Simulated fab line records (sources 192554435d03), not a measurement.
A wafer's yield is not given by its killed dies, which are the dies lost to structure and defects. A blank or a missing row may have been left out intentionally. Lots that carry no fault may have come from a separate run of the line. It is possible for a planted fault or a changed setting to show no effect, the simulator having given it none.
Matching of chambers    flow n5-finfet    3 sister chambers for N5_HKMG_FIN_STRIP_34 on rie-diel-06
The step strips in CF4. 3 wafers are shown with their chamber, then 6 later ones without.

WAFERS PAIRED WITH THEIR CHAMBERS
wafer   chamber  showerhead-plenum-p-Torr (Torr)
L088.5  2        1.73
L088.6  1        1.90
L090.2  3        1.70

WAFERS WHOSE CHAMBER IS MISSING
wafer   showerhead-plenum-p-Torr (Torr)
L090.3  1.89
L090.6  1.72
L091.2  1.72
L091.3  1.89
L093.1  1.89
L093.6  1.89

CHAMBER TAKEN BY EACH
wafer   from the rows above      in truth
L090.3  1                        1
L090.6  can't be placed: 2 or 3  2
L091.2  can't be placed: 2 or 3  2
L091.3  1                        1
L093.1  1                        1
L093.6  1                        1
Placed correctly: 4 of 6. Unplaceable from these rows: 2, with the true chamber sitting among the candidates in 2. Wrongly placed: 0.
How it was worked out, from the rows above alone: a wafer's distance from a chamber is the root of the sum, over the readings, of the square of ((its reading less the chamber's mean) divided by the reading's scatter). The wafer belongs to the nearest chamber; if the next one is less than 2 further off, it can't be placed. The mean given for a chamber averages the wafers shown for that chamber. The scatter: root of mean squared gap, hidden wafer to nearest shown wafer, with one shown wafer a chamber.
